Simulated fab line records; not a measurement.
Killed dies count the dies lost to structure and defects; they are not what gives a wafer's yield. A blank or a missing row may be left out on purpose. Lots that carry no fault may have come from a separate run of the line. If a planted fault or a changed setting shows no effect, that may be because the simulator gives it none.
fab line records	flow nand_harc
[record] lots = 24	wafers = 72	last_day = 33
route steps=1302 shown A_CHANNEL_HOLE_D2@582 A_CHANNEL_FILL_D2@633 A_STAIRCASE@670
lots untouched by any fault: they come from a run of this same line in which no faults occurred
start_h: start of the lot's first displayed wafer, in hours after the record's first day	wait_h: hours since the lot's step before	" the same as in the row above	L1.1+2: several wafers, shown together as one row	- value missing, or start not given	* or withheld: withheld	< > ~ a bound
route shown NAME@n: a module of which the file shows steps, and the number in the route of the first	usual: the fault-free wafers' mean and standard deviation	same: alike in all rows	chamber/n: place in a boat	sites: per-site readings	_std_site: the standard deviation of these	_edge_site: inner sites' mean taken away from outer sites' mean	radius_mm: how far each site lies from the wafer's centre	mask NAME#n: copy n	behind: tool/chamber where the wafer was last shaped	hold: why the lot went on hold/how many hours it stayed there/how the hold came to an end	device: the n, p or np transistor that did not switch	end of line: the tests these same wafers got at the end of their route	where a step has no rows: the recipe by itself	killed: the dies lost at the first sort to structure and to defects; this is not the yield of the wafer	map: dies across one wafer; x = killed, . = not, _ = none there
set.NAME: the setting as run; set.NAME@STEP: as run at that earlier step	model.NAME: the simulator's own value behind a step, which no gauge read
route steps across a sampled set of lots; one table per step, one row per wafer
services: a tool's chamber out of use, with start hour (start_h, from the record's first day; less than 0 if before it), hours out, and reason
[[steps]]
[step NHARC_A_CHANNEL_HOLE_D2_CD_MEAS_10]
[recipe] target_cd_nm = 100	landing_energy_ev = 500
[usual] cd_nm = 99.8/0.46
lot.wafer	tool	chamber	start_h	wait_h	cd_nm
L074.1	cd_sem-02	0	304.78	-	100.1
L074.2	"	0	"	"	100.7
L074.3	"	0	"	"	100.3
L075.1	cd_sem-03	0	304.94	-	100.1
L075.3	"	0	"	"	99.8
L075.5	"	0	"	"	100.1
L076.1	cd_sem-02	0	321.63	-	99.8
L076.4	"	0	"	"	100.1
L076.5	"	0	"	"	99.6
L077.2	cd_sem-02	0	331.72	-	100.2
L077.4	"	0	"	"	100.3
L077.6	"	0	"	"	99.8
L078.1	cd_sem-02	0	337.73	-	99.2
L078.2	"	0	"	"	99.6
L078.3	"	0	"	"	99.1
L079.1	cd_sem-03	0	344.12	-	99.5
L079.2	"	0	"	"	99.9
L079.3	"	0	"	"	99.9
L080.1	cd_sem-01	0	354.61	-	99.8
L080.2	"	0	"	"	99.7
L080.6	"	0	"	"	100.4
L081.1	cd_sem-03	0	363.43	-	99.5
L081.3	"	0	"	"	99.2
L081.5	"	0	"	"	99.8
L082.1	cd_sem-01	0	373.97	-	100.0
L082.2	"	0	"	"	100.0
L082.3	"	0	"	"	100.6
L083.1	cd_sem-01	0	375.21	-	100.0
L083.2	"	0	"	"	99.8
L083.6	"	0	"	"	99.3
L085.1	cd_sem-02	0	399.10	-	99.4
L085.4	"	0	"	"	99.5
L085.5	"	0	"	"	99.2
L084.2	cd_sem-01	0	399.25	-	99.0
L084.3	"	0	"	"	99.9
L084.6	"	0	"	"	99.8
L086.1	cd_sem-02	0	413.98	-	98.9
L086.2	"	0	"	"	99.6
L086.5	"	0	"	"	100.0
L087.1	cd_sem-03	0	437.70	-	99.8
L087.2	"	0	"	"	99.7
L087.4	"	0	"	"	99.3
L089.1	cd_sem-03	0	444.43	-	99.9
L089.2	"	0	"	"	99.9
L089.6	"	0	"	"	99.4
L088.2	cd_sem-01	0	444.68	-	99.5
L088.4	"	0	"	"	99.7
L088.5	"	0	"	"	99.3
L090.1	cd_sem-02	0	466.04	-	99.0
L090.3	"	0	"	"	99.6
L090.6	"	0	"	"	98.9
L091.2	cd_sem-01	0	466.23	-	99.9
L091.3	"	0	"	"	100.5
L091.4	"	0	"	"	100.3
L092.2	cd_sem-01	0	494.66	-	99.8
L092.3	"	0	"	"	100.1
L092.4	"	0	"	"	100.2
L093.1	cd_sem-01	0	495.20	-	100.6
L093.3	"	0	"	"	100.0
L093.4	"	0	"	"	99.6
L095.1	cd_sem-01	0	496.57	-	100.2
L095.2	"	0	"	"	99.9
L095.5	"	0	"	"	101.1
L094.1	cd_sem-03	0	504.20	-	100.4
L094.3	"	0	"	"	99.9
L094.6	"	0	"	"	99.9
L096.1	cd_sem-03	0	504.44	-	99.9
L096.2	"	0	"	"	99.6
L096.5	"	0	"	"	99.5
L097.2	cd_sem-02	0	522.24	-	99.0
L097.3	"	0	"	"	99.8
L097.4	"	0	"	"	98.3
[step NHARC_A_CHANNEL_HOLE_D2_ETCH_23]
[recipe] bias_v = 5000	source_w = withheld	pressure_mtorr = 20	time_s = 819	ar_flow_sccm = 375	c4f8_flow_sccm = 89.3	o2_flow_sccm = 35.7	temp_c = -20	target_depth_a = 16000	chemistry = C4F8/O2/Ar
[usual] drypump_motor_current_A = 5.9/0.35	showerhead_plenum_p_Torr = 3.68/0.15	throttle_valve_pct = 32.155/0.01
lot.wafer	tool	chamber	start_h	wait_h	drypump_motor_current_A	rf_hours_counter_h	showerhead_plenum_p_Torr	throttle_valve_pct
L074.1	har_etch-02	1	307.58	0.5	5.7	357	3.62	32.156
L074.2	"	0	"	"	5.5	372	3.53	32.155
L074.3	"	1	"	"	5.7	-	3.62	32.150
L075.1	har_etch-01	1	309.37	0.5	6.1	159	3.70	32.148
L075.3	"	1	"	"	6.1	-	3.70	32.153
L075.5	"	0	"	"	6.4	-	3.57	32.148
L076.1	har_etch-01	0	324.52	0.5	6.4	166	3.57	32.157
L076.4	"	1	"	"	6.1	-	3.69	32.160
L076.5	"	0	"	"	6.4	-	3.57	32.159
L077.2	har_etch-02	0	335.98	0.5	5.5	387	3.53	32.165
L077.4	"	0	"	"	5.5	-	3.53	32.144
L077.6	"	1	"	"	5.8	-	3.61	32.166
L078.2	har_etch-01	1	341.83	0.5	6.1	178	3.69	32.162
L078.1	"	0	"	"	6.4	178	3.56	32.152
L078.3	"	0	"	"	6.4	-	3.56	32.161
L079.1	har_etch-02	1	347.13	0.5	5.7	380	3.60	32.172
L079.2	"	0	"	"	5.5	395	3.52	32.172
L079.3	"	0	"	"	5.5	-	3.52	32.163
L080.1	har_etch-01	0	357.41	0.5	6.4	186	3.56	32.148
L080.2	"	1	"	"	6.1	186	3.68	32.167
L080.6	"	0	"	"	6.4	-	3.56	32.149
L081.1	har_etch-02	0	366.34	0.5	5.5	406	3.52	32.152
L081.3	"	0	"	"	5.5	-	3.52	32.160
L081.5	"	0	"	"	5.5	-	3.52	32.165
L082.2	har_etch-02	0	376.77	0.5	5.5	414	3.51	32.140
L082.1	"	1	"	"	5.7	400	3.59	32.173
L082.3	"	0	"	"	5.5	-	3.51	32.150
L083.1	har_etch-01	0	378.00	0.5	6.4	201	3.55	32.162
L083.2	"	1	"	"	6.1	201	3.67	32.141
L083.6	"	0	"	"	6.4	-	3.55	32.141
L085.1	har_etch-01	0	402.00	0.5	6.4	220	3.54	32.155
L085.4	"	1	"	"	6.1	-	3.66	32.136
L085.5	"	0	"	"	6.4	-	3.54	32.161
L084.2	har_etch-02	1	405.68	0.5	5.7	5	3.93	32.156
L084.3	"	1	"	"	5.8	-	3.93	32.153
L084.6	"	0	"	"	5.5	-	3.93	32.153
L086.2	har_etch-01	1	418.70	0.5	6.1	231	3.66	32.135
L086.1	"	0	"	"	6.4	231	3.54	32.154
L086.5	"	0	"	"	6.4	-	3.54	32.146
L087.2	har_etch-02	1	440.51	0.5	5.7	20	3.92	32.129
L087.1	"	0	"	"	5.5	20	3.92	32.177
L087.4	"	0	"	"	5.5	-	3.92	32.149
L089.2	har_etch-02	1	448.84	0.5	5.8	28	3.92	32.151
L089.1	"	0	"	"	5.5	28	3.92	32.143
L089.6	"	0	"	"	5.5	-	3.92	32.151
L088.2	har_etch-01	1	450.76	0.5	6.2	250	3.65	32.150
L088.4	"	1	"	"	6.1	-	3.65	32.152
L088.5	"	1	"	"	6.1	-	3.65	32.150
L091.2	har_etch-01	0	469.12	0.5	6.4	258	3.52	32.157
L091.3	"	1	"	"	6.1	-	3.64	32.157
L091.4	"	0	"	"	6.4	-	3.52	32.163
L090.1	har_etch-02	1	469.15	0.5	5.7	39	3.91	32.136
L090.3	"	1	"	"	5.7	-	3.91	32.151
L090.6	"	1	"	"	5.7	-	3.91	32.149
L092.2	har_etch-01	0	497.59	0.5	6.5	273	3.51	32.163
L092.4	"	1	"	"	6.2	-	3.63	32.148
L092.3	"	0	"	"	6.4	-	3.51	32.158
L093.1	har_etch-02	1	499.88	0.5	5.8	55	3.90	32.158
L093.3	"	0	"	"	5.5	-	3.90	32.136
L093.4	"	1	"	"	5.8	-	3.90	32.124
L095.2	har_etch-01	1	501.62	0.5	6.1	277	3.63	32.155
L095.1	"	0	"	"	6.4	277	3.51	32.151
L095.5	"	0	"	"	6.4	-	3.51	32.146
L094.1	har_etch-02	0	506.99	0.5	5.5	58	3.90	32.167
L094.3	"	0	"	"	5.5	-	3.90	32.145
L094.6	"	0	"	"	5.5	-	3.90	32.164
L096.2	har_etch-01	0	507.55	0.5	6.4	281	3.51	32.149
L096.1	"	1	"	"	6.1	281	3.63	32.159
L096.5	"	1	"	"	6.1	-	3.63	32.165
L097.2	har_etch-02	0	525.04	0.5	5.5	74	3.89	32.150
L097.4	"	0	"	"	5.5	-	3.89	32.155
L097.3	"	1	"	"	5.7	-	3.89	32.149
[step NHARC_A_CHANNEL_FILL_D2_CMP_10]
[recipe] target_thk_nm = 150
[usual] motor_current_A = 12.4/1.2	time_to_endpoint_s = 15.5/2.1
lot.wafer	tool	chamber	start_h	wait_h	motor_current_A	time_to_endpoint_s
L074.3	cmp-01	2	363.82	0.4	13.0	11.1
L074.2	"	0	"	"	13.2	12.0
L074.1	"	1	"	"	12.0	8.3
L075.1	cmp-03	2	363.82	0.4	14.7	18.1
L075.3	"	3	"	"	10.5	14.2
L075.5	"	2	"	"	14.2	15.3
L076.4	cmp-04	0	376.42	0.4	14.0	16.2
L076.1	"	3	"	"	12.2	15.9
L076.5	"	0	"	"	13.7	14.9
L077.4	cmp-01	1	390.94	0.4	12.7	15.1
L077.2	"	0	"	"	12.3	13.8
L077.6	"	2	"	"	13.2	14.1
L078.3	cmp-01	3	397.17	0.4	10.4	16.7
L078.2	"	0	"	"	12.2	15.5
L078.1	"	1	"	"	11.8	16.9
L079.2	cmp-04	2	397.18	0.4	11.8	17.3
L079.3	"	3	"	"	12.1	16.8
L079.1	"	0	"	"	13.3	13.6
L080.1	cmp-03	2	411.93	0.4	14.5	18.8
L080.2	"	1	"	"	11.9	16.2
L080.6	"	3	"	"	11.0	19.1
L081.1	cmp-04	0	417.70	0.4	13.5	16.9
L081.3	"	2	"	"	12.0	15.3
L081.5	"	3	"	"	12.5	16.7
L082.2	cmp-04	0	432.64	0.4	13.1	15.6
L082.1	"	1	"	"	12.7	13.9
L082.3	"	3	"	"	12.1	16.2
L083.2	cmp-03	3	432.66	0.4	11.3	16.7
L083.1	"	1	"	"	11.3	16.4
L083.6	"	2	"	"	14.7	15.8
L085.4	cmp-01	2	456.05	0.4	12.9	15.5
L085.1	"	1	"	"	12.2	16.4
L085.5	"	2	"	"	13.6	13.4
L084.2	cmp-01	1	458.81	0.4	11.3	15.3
L084.3	"	3	"	"	10.3	15.6
L084.6	"	2	"	"	13.8	14.5
L086.1	cmp-01	0	470.34	0.4	12.2	16.1
L086.2	"	3	"	"	10.7	14.8
L086.5	"	0	"	"	12.7	16.2
L087.4	cmp-04	1	494.24	0.4	12.8	17.4
L087.1	"	3	"	"	11.9	19.1
L087.2	"	0	"	"	13.6	15.4
L088.4	cmp-03	1	501.65	0.4	11.7	13.4
L088.2	"	2	"	"	14.4	17.8
L088.5	"	1	"	"	10.9	15.3
L089.1	cmp-04	2	501.68	0.4	12.4	18.4
L089.2	"	3	"	"	11.6	18.1
L089.6	"	1	"	"	12.7	17.0
L091.4	cmp-01	3	521.68	0.4	11.2	13.3
L091.2	"	0	"	"	12.5	15.2
L091.3	"	1	"	"	12.0	15.3
L090.3	cmp-03	1	521.70	0.4	11.8	12.3
L090.1	"	3	"	"	10.8	12.6
L090.6	"	0	"	"	12.1	11.8
L092.2	cmp-01	2	549.05	0.4	12.7	18.6
L092.4	"	3	"	"	11.0	18.5
L092.3	"	0	"	"	11.9	17.8
L093.1	cmp-04	2	549.08	0.4	13.2	14.8
L093.3	"	3	"	"	11.8	19.2
L093.4	"	0	"	"	13.5	17.3
L096.1	cmp-04	3	559.40	0.4	11.6	17.1
L096.2	"	1	"	"	13.0	15.7
L096.5	"	0	"	"	14.1	17.1
L095.2	cmp-03	3	559.40	0.4	11.3	13.3
L095.1	"	2	"	"	15.0	15.3
L095.5	"	0	"	"	12.3	14.1
L094.3	cmp-01	3	559.42	0.4	10.8	12.7
L094.1	"	1	"	"	12.1	16.6
L094.6	"	3	"	"	10.5	16.0
L097.3	cmp-03	3	579.64	0.4	10.5	12.5
L097.2	"	1	"	"	11.8	13.6
L097.4	"	2	"	"	15.1	15.5
[step NHARC_A_CHANNEL_FILL_D2_RTA_24]
[recipe] temp_c = 1000	time_s = 5
[usual] lamp_power_pct = 31.0/1.6	lamp_zone_6_pct = 30.9/1.6	lamp_zone_7_pct = 31.5/1.7	wafer_temp_C_max = 1003.9/0.8
lot.wafer	tool	chamber	start_h	wait_h	lamp_power_pct	lamp_zone_6_pct	lamp_zone_7_pct	wafer_temp_C_max
L075.1	rtp_anneal-01	0	364.23	0.0	29.2	29.1	29.6	1004.0
L075.3	"	0	"	"	29.2	29.2	29.7	1004.1
L075.5	"	0	"	"	29.2	29.1	29.7	1003.3
L074.1	rtp_anneal-02	0	364.24	0.0	32.5	32.4	33.0	1004.3
L074.2	"	0	"	"	32.5	32.4	33.0	1003.9
L074.3	"	0	"	"	32.5	32.4	33.0	1005.4
L076.1	rtp_anneal-02	0	377.46	0.6	32.4	32.4	33.0	1003.6
L076.4	"	0	"	"	32.5	32.4	32.9	1003.1
L076.5	"	0	"	"	32.4	32.4	33.0	1003.5
L077.2	rtp_anneal-01	0	391.39	0.1	29.2	29.1	29.6	1003.5
L077.4	"	0	"	"	29.1	29.1	29.7	1003.4
L077.6	"	0	"	"	29.2	29.1	29.6	1003.0
L078.1	rtp_anneal-02	0	397.57	0.0	32.5	32.4	33.0	1003.3
L078.2	"	0	"	"	32.5	32.4	33.0	1004.5
L078.3	"	0	"	"	32.5	32.4	33.0	1004.9
L079.1	rtp_anneal-01	0	397.64	0.1	29.1	29.2	29.7	1004.6
L079.2	"	0	"	"	29.2	29.2	29.6	1005.1
L079.3	"	0	"	"	29.2	29.1	29.6	1003.8
L080.1	rtp_anneal-02	0	412.35	0.0	32.5	32.4	33.0	1004.0
L080.2	"	0	"	"	32.5	32.4	33.0	1003.3
L080.6	"	0	"	"	32.4	32.5	33.0	1003.5
L081.1	rtp_anneal-01	0	418.09	0.0	29.2	29.1	29.6	1003.2
L081.3	"	0	"	"	29.2	29.1	29.7	1005.0
L081.5	"	0	"	"	29.2	29.2	29.7	1003.4
L083.1	rtp_anneal-02	0	433.05	0.0	32.5	32.4	33.0	1004.3
L083.2	"	0	"	"	32.5	32.5	33.0	1004.6
L083.6	"	0	"	"	32.5	32.4	33.0	1004.2
L082.1	rtp_anneal-01	0	433.06	0.0	29.2	29.1	29.6	1003.3
L082.2	"	0	"	"	29.2	29.2	29.6	1003.4
L082.3	"	0	"	"	29.1	29.1	29.6	1004.7
L085.1	rtp_anneal-01	0	456.46	0.0	29.2	29.1	29.7	1003.5
L085.4	"	0	"	"	29.2	29.1	29.7	1003.6
L085.5	"	0	"	"	29.2	29.1	29.7	1003.6
L084.2	rtp_anneal-02	0	459.26	0.1	32.4	32.4	33.1	1005.2
L084.3	"	0	"	"	32.5	32.4	33.0	1005.3
L084.6	"	0	"	"	32.5	32.4	33.0	1004.5
L086.1	rtp_anneal-01	0	470.76	0.0	29.2	29.2	29.7	1003.5
L086.2	"	0	"	"	29.2	29.2	29.7	1003.6
L086.5	"	0	"	"	29.2	29.2	29.7	1004.4
L087.1	rtp_anneal-02	0	494.66	0.0	32.5	32.4	33.0	1004.3
L087.2	"	0	"	"	32.5	32.4	33.0	1005.0
L087.4	"	0	"	"	32.5	32.4	33.1	1004.0
L089.1	rtp_anneal-02	0	502.05	0.0	32.5	32.5	33.0	1003.0
L089.2	"	0	"	"	32.5	32.5	33.0	1004.3
L089.6	"	0	"	"	32.6	32.4	33.0	1005.0
L088.2	rtp_anneal-01	0	502.07	0.1	29.2	29.1	29.6	1004.7
L088.4	"	0	"	"	29.2	29.1	29.6	1004.0
L088.5	"	0	"	"	29.2	29.1	29.6	1004.0
L090.1	rtp_anneal-02	0	522.09	0.0	32.5	32.4	33.0	1001.5
L090.3	"	0	"	"	32.4	32.3	33.0	1002.8
L090.6	"	0	"	"	32.5	32.4	32.9	1004.6
L091.2	rtp_anneal-01	0	522.16	0.1	29.2	29.1	29.7	1003.9
L091.3	"	0	"	"	29.2	29.1	29.7	1002.5
L091.4	"	0	"	"	29.2	29.1	29.7	1003.5
L093.1	rtp_anneal-02	0	549.47	0.0	32.5	32.4	33.0	1003.4
L093.3	"	0	"	"	32.5	32.4	33.0	1003.4
L093.4	"	0	"	"	32.5	32.3	33.0	1004.7
L092.2	rtp_anneal-01	0	549.50	0.1	29.1	29.1	29.6	1004.3
L092.3	"	0	"	"	29.2	29.1	29.6	1002.9
L092.4	"	0	"	"	29.1	29.1	29.6	1004.1
L095.1	rtp_anneal-02	0	559.81	0.0	32.4	32.4	33.0	1003.4
L095.2	"	0	"	"	32.4	32.4	32.9	1004.2
L095.5	"	0	"	"	32.4	32.3	33.0	1006.1
L094.1	rtp_anneal-01	0	559.98	0.2	29.2	29.1	29.7	1003.8
L094.3	"	0	"	"	29.2	29.1	29.6	1005.0
L094.6	"	0	"	"	29.2	29.2	29.7	1004.1
L096.1	rtp_anneal-02	0	559.98	0.2	32.5	32.4	32.9	1004.2
L096.2	"	0	"	"	32.5	32.5	33.0	1004.8
L096.5	"	0	"	"	32.5	32.4	33.0	1003.3
L097.2	rtp_anneal-02	0	580.09	0.1	32.6	32.5	33.0	1002.4
L097.3	"	0	"	"	32.4	32.4	33.0	1003.4
L097.4	"	0	"	"	32.5	32.5	33.0	1003.3
[step NHARC_A_STAIRCASE_TRIM_14]
[recipe] time_s = 211.2	o2_flow_sccm = 500	ar_flow_sccm = 0	bias_w = 0	chemistry = O2
[usual] drypump_motor_current_A = 5.7/0.44	oes_product_au = 1.000/0.0085	rf_vpp_V = 57.8/1	showerhead_plenum_p_Torr = 3.52/0.19	throttle_valve_pct = 17.035/0.01
lot.wafer	tool	chamber	start_h	wait_h	drypump_motor_current_A	oes_product_au	rf_hours_counter_h	rf_vpp_V	showerhead_plenum_p_Torr	throttle_valve_pct
L075.1	rie_diel-04	0	-	-	5.7	0.992	0	58.4	3.75	17.031
L075.3	"	1	"	"	5.0	0.996	0	57.0	3.30	17.032
L075.5	"	3	"	"	5.4	1.004	-	57.1	3.46	17.042
L074.1	rie_diel-01	3	-	-	6.8	1.001	47	57.0	3.28	17.022
L074.3	"	0	"	"	5.3	1.007	43	56.4	3.43	17.022
L074.2	"	2	"	"	5.9	0.995	51	57.7	3.63	17.055
L076.1	rie_diel-04	1	-	-	5.0	0.998	3	57.9	3.29	17.033
L076.4	"	2	"	"	5.5	0.981	3	57.4	3.33	17.038
L076.5	"	0	"	"	5.7	0.981	-	59.0	3.74	17.034
L077.4	rie_diel-09	3	-	-	5.6	1.006	27	59.2	3.79	17.031
L077.2	"	0	"	"	5.9	0.992	25	54.8	3.27	17.022
L077.6	"	2	"	"	6.0	0.996	-	57.0	3.33	17.027
L078.1	rie_diel-04	1	-	-	5.0	1.001	12	57.9	3.29	17.039
L078.2	"	3	"	"	5.4	1.016	10	55.3	3.46	17.028
L078.3	"	0	"	"	5.7	0.989	9	57.3	3.74	17.034
L079.3	rie_diel-04	1	-	-	5.0	1.005	12	57.1	3.29	17.038
L079.2	"	3	"	"	5.5	1.010	10	54.7	3.46	17.032
L079.1	"	0	"	"	5.7	0.984	9	58.7	3.74	17.023
L080.2	rie_diel-01	1	-	-	5.8	0.983	12	57.0	3.39	17.047
L080.1	"	2	"	"	5.9	1.003	11	58.1	3.62	17.040
L080.6	"	2	"	"	5.9	1.012	-	58.9	3.62	17.053
L081.3	rie_diel-04	3	-	-	5.5	1.008	19	55.5	3.45	17.038
L081.1	"	1	"	"	5.0	1.002	21	57.1	3.29	17.023
L081.5	"	0	"	"	5.7	0.994	-	59.4	3.73	17.041
L082.2	rie_diel-09	2	-	-	6.0	1.005	35	57.3	3.32	17.039
L082.1	"	3	"	"	5.6	1.008	37	59.5	3.79	17.042
L082.3	"	0	"	"	5.9	1.000	34	58.8	3.27	17.036
L083.1	rie_diel-09	2	-	-	6.0	1.000	35	58.6	3.32	17.045
L083.2	"	3	"	"	5.6	0.994	37	57.3	3.79	17.037
L083.6	"	2	"	"	6.0	1.011	-	56.9	3.32	17.032
L085.1	rie_diel-09	2	-	-	6.0	1.003	46	57.9	3.31	17.041
L085.4	"	3	"	"	5.6	1.000	46	59.2	3.78	17.033
L085.5	"	1	"	"	5.9	1.006	-	59.0	3.66	17.020
L084.3	rie_diel-04	2	-	-	5.4	0.996	36	57.3	3.31	17.033
L084.2	"	3	"	"	5.5	1.014	33	56.4	3.44	17.052
L084.6	"	2	"	"	5.4	1.001	-	58.6	3.31	17.040
L086.1	rie_diel-01	0	-	-	5.4	0.994	26	57.4	3.42	17.037
L086.2	"	2	"	"	5.9	1.014	28	57.8	3.61	17.042
L086.5	"	3	"	"	6.8	0.997	-	59.1	3.79	17.051
L087.2	rie_diel-01	3	-	-	6.8	0.999	32	58.2	3.79	17.032
L087.1	"	0	"	"	5.4	0.996	35	57.8	3.41	17.035
L087.4	"	2	"	"	5.9	1.010	37	58.8	3.61	17.037
L088.4	rie_diel-04	2	-	-	5.4	0.992	51	58.3	3.30	17.033
L088.2	"	3	"	"	5.5	1.011	51	58.3	3.44	17.035
L088.5	"	1	"	"	5.0	0.998	-	57.5	3.27	17.031
L089.2	rie_diel-01	3	-	-	6.8	0.983	33	57.2	3.79	17.039
L089.1	"	0	"	"	5.4	0.990	36	58.7	3.41	17.045
L089.6	"	3	"	"	6.8	0.993	-	59.8	3.79	17.011
L090.1	rie_diel-01	0	-	-	5.4	0.999	43	58.2	3.41	17.019
L090.3	"	3	"	"	6.9	0.995	41	57.6	3.78	17.031
L090.6	"	0	"	"	5.4	0.996	-	57.7	3.41	17.052
L091.3	rie_diel-01	1	-	-	5.9	0.985	47	57.8	3.37	17.021
L091.4	"	2	"	"	5.9	1.017	46	57.0	3.60	17.039
L091.2	"	3	"	"	6.9	0.997	41	59.3	3.78	17.025
L093.4	rie_diel-09	0	-	-	5.9	0.988	15	59.1	3.80	17.043
L093.3	"	1	"	"	5.9	0.998	18	58.3	3.64	17.019
L093.1	"	3	"	"	5.6	1.005	13	58.0	3.77	17.035
L092.4	rie_diel-01	1	-	-	5.9	1.004	57	56.7	3.37	17.033
L092.3	"	2	"	"	5.9	1.011	55	57.8	3.60	17.028
L092.2	"	3	"	"	6.8	1.009	50	58.2	3.78	17.049
L095.2	rie_diel-09	1	-	-	5.9	1.006	21	57.4	3.64	17.028
L095.1	"	3	"	"	5.5	1.010	16	59.0	3.77	17.005
L095.5	"	2	"	"	6.0	1.003	-	55.8	3.30	17.037
L094.3	rie_diel-04	3	-	-	5.5	1.005	6	57.4	3.43	17.034
L094.1	"	1	"	"	5.0	1.005	8	58.1	3.80	17.030
L094.6	"	3	"	"	5.5	0.996	-	57.4	3.43	17.038
L096.1	rie_diel-04	1	-	-	5.0	1.010	9	57.1	3.80	17.055
L096.2	"	3	"	"	5.5	0.999	7	58.6	3.43	17.040
L096.5	"	2	"	"	5.4	0.994	-	56.8	3.30	17.028
L097.3	rie_diel-04	0	-	-	5.7	0.993	15	57.6	3.71	17.033
L097.2	"	1	"	"	5.0	1.002	14	58.7	3.80	17.032
L097.4	"	2	"	"	5.4	0.987	11	57.7	3.29	17.025
[step NHARC_A_STAIRCASE_ETCH_17]
[recipe] target_depth_a = 1000	time_s = 40.5	ion_energy_ev = 400	c4f8_flow_sccm = 20	o2_flow_sccm = 10	ar_flow_sccm = withheld	rf_w = 600	bias_w = 1000	chemistry = C4F8/O2
[usual] oes_product_au = 0.941/0.01	rf_vpp_V = 896/7.1
lot.wafer	tool	chamber	start_h	wait_h	oes_product_au	rf_hours_counter_h	rf_vpp_V
L075.3	rie_diel-04	1	-	-	0.933	0	887
L075.1	"	0	"	"	0.931	0	904
L075.5	"	1	"	"	0.945	-	888
L074.3	rie_diel-01	0	-	-	0.938	44	892
L074.2	"	1	"	"	0.930	45	891
L074.1	"	3	"	"	0.957	48	887
L076.1	rie_diel-04	0	-	-	0.932	3	905
L076.4	"	1	"	"	0.956	3	887
L076.5	"	2	"	"	0.942	-	889
L077.2	rie_diel-09	3	-	-	0.944	27	907
L077.4	"	0	"	"	0.942	25	886
L077.6	"	1	"	"	0.951	-	901
L078.2	rie_diel-04	0	-	-	0.925	9	902
L078.3	"	1	"	"	0.921	12	887
L078.1	"	3	"	"	0.942	10	893
L079.1	rie_diel-04	1	-	-	0.939	12	888
L079.3	"	3	"	"	0.943	10	895
L079.2	"	0	"	"	0.935	9	904
L080.1	rie_diel-01	2	-	-	0.944	11	899
L080.2	"	0	"	"	0.923	11	892
L080.6	"	3	"	"	0.931	-	906
L081.1	rie_diel-04	3	-	-	0.960	20	893
L081.3	"	0	"	"	0.933	17	903
L081.5	"	3	"	"	0.955	-	894
L082.3	rie_diel-09	1	-	-	0.943	30	900
L082.2	"	3	"	"	0.941	37	904
L082.1	"	0	"	"	0.932	34	886
L083.1	rie_diel-09	2	-	-	0.937	35	889
L083.2	"	3	"	"	0.951	37	904
L083.6	"	1	"	"	0.933	-	901
L085.4	rie_diel-09	0	-	-	0.959	42	887
L085.1	"	1	"	"	0.957	40	899
L085.5	"	3	"	"	0.937	-	905
L084.3	rie_diel-04	2	-	-	0.943	36	889
L084.2	"	3	"	"	0.954	34	892
L084.6	"	2	"	"	0.924	-	888
L086.1	rie_diel-01	0	-	-	0.928	26	892
L086.2	"	1	"	"	0.940	30	891
L086.5	"	0	"	"	0.934	-	890
L087.2	rie_diel-01	2	-	-	0.954	37	899
L087.4	"	3	"	"	0.939	32	904
L087.1	"	1	"	"	0.931	40	890
L088.2	rie_diel-04	1	-	-	0.950	50	886
L088.4	"	2	"	"	0.922	51	888
L088.5	"	0	"	"	0.943	-	903
L089.2	rie_diel-01	2	-	-	0.944	38	899
L089.1	"	3	"	"	0.931	33	905
L089.6	"	2	"	"	0.928	-	900
L090.3	rie_diel-01	3	-	-	0.944	41	906
L090.1	"	1	"	"	0.937	47	891
L090.6	"	0	"	"	0.958	-	890
L091.2	rie_diel-01	2	-	-	0.949	46	898
L091.3	"	3	"	"	0.948	41	905
L091.4	"	0	"	"	0.945	43	892
L093.3	rie_diel-09	2	-	-	0.953	16	888
L093.1	"	3	"	"	0.949	13	905
L093.4	"	1	"	"	0.950	18	899
L092.3	rie_diel-01	3	-	-	0.950	50	904
L092.2	"	0	"	"	0.941	52	891
L092.4	"	1	"	"	0.927	57	890
L095.2	rie_diel-09	3	-	-	0.954	16	905
L095.1	"	0	"	"	0.958	18	906
L095.5	"	3	"	"	0.967	-	906
L094.1	rie_diel-04	2	-	-	0.937	6	886
L094.3	"	0	"	"	0.943	9	903
L094.6	"	2	"	"	0.930	-	887
L096.1	rie_diel-04	2	-	-	0.930	6	888
L096.2	"	3	"	"	0.949	7	892
L096.5	"	1	"	"	0.933	-	905
L097.4	rie_diel-04	3	-	-	0.936	13	892
L097.2	"	0	"	"	0.925	16	904
L097.3	"	1	"	"	0.943	15	906
[[services]]
tool	chamber	start_h	hours	kind
rie_diel-09	3	298.81	1.7	repair
rie_diel-09	-	320.12	9.0	pm
cmp-01	-	328.52	0.9	repair
rie_diel-09	1	344.73	7.1	repair
rie_diel-04	-	356.00	9.0	pm
rtp_anneal-01	-	372.00	12.0	pm
har_etch-02	-	379.51	17.0	pm
rie_diel-01	-	380.93	9.0	pm
cmp-01	-	381.50	4.0	pm
rie_diel-09	1	404.93	4.2	repair
cmp-01	-	413.27	0.6	repair
rie_diel-01	3	419.12	9.8	repair
rie_diel-04	0	422.55	17.5	repair
har_etch-02	-	429.97	2.9	repair
rie_diel-09	-	442.47	0.2	repair
rie_diel-01	0	458.27	3.5	repair
rie_diel-04	1	460.53	6.7	repair
cmp-01	-	479.50	4.0	pm
rie_diel-09	0	490.75	6.1	repair
rie_diel-09	-	497.12	9.0	pm
rie_diel-04	0	508.72	4.9	repair
rie_diel-04	-	533.00	9.0	pm
rie_diel-01	-	557.93	9.0	pm
rie_diel-09	0	567.71	13.4	repair
[[key]]
fault none
